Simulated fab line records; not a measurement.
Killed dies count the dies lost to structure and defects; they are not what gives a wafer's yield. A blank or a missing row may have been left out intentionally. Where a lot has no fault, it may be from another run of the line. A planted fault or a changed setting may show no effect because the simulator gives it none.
Chamber matching | flow n5_finfet | pecvd-02 running N5_BEOL_M1_ILD_DEP_00: 3 sister chambers
The step deposits SiOC from DEMS/O2, target thk 79 nm, time 15.3 s. 3 wafers are shown with their chamber, then 8 later ones without.

== WAFERS PAIRED WITH THEIR CHAMBERS ==
wafer  | chamber | throttle_valve_pct (%)
L087.4 | 1       | 12.4
L087.6 | 0       | 13.1
L088.1 | 2       | 11.2

== WAFERS WHOSE CHAMBER IS MISSING ==
wafer  | throttle_valve_pct (%)
L088.4 | 11.6
L088.6 | 13.2
L091.1 | 13.4
L091.3 | 12.5
L091.6 | 12.5
L093.2 | 11.1
L093.4 | 11.2
L093.6 | 13.3

== THE CHAMBER EACH PASSED THROUGH ==
wafer  | from the rows above     | in truth
L088.4 | can't be placed: 2 or 1 | 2
L088.6 | 0                       | 0
L091.1 | 0                       | 0
L091.3 | 1                       | 1
L091.6 | 1                       | 1
L093.2 | 2                       | 2
L093.4 | 2                       | 2
L093.6 | 0                       | 0
Correct placement for 7 of the 8. Can't be placed from these rows: 1 (the true chamber is among the candidates in 1). Number placed wrongly: 0.
How it was worked out, from the rows above alone: a wafer's distance from a chamber is the root of the sum, over the readings, of the square of ((its reading less the chamber's mean) divided by the reading's scatter). If the next closest chamber is less than 2 further off than the closest, the wafer can't be placed; otherwise it belongs to the closest. A chamber's mean is the mean of its shown wafers. The scatter: with one shown wafer a chamber, the root of the mean of the squares of how far each hidden wafer lies from its nearest shown one.
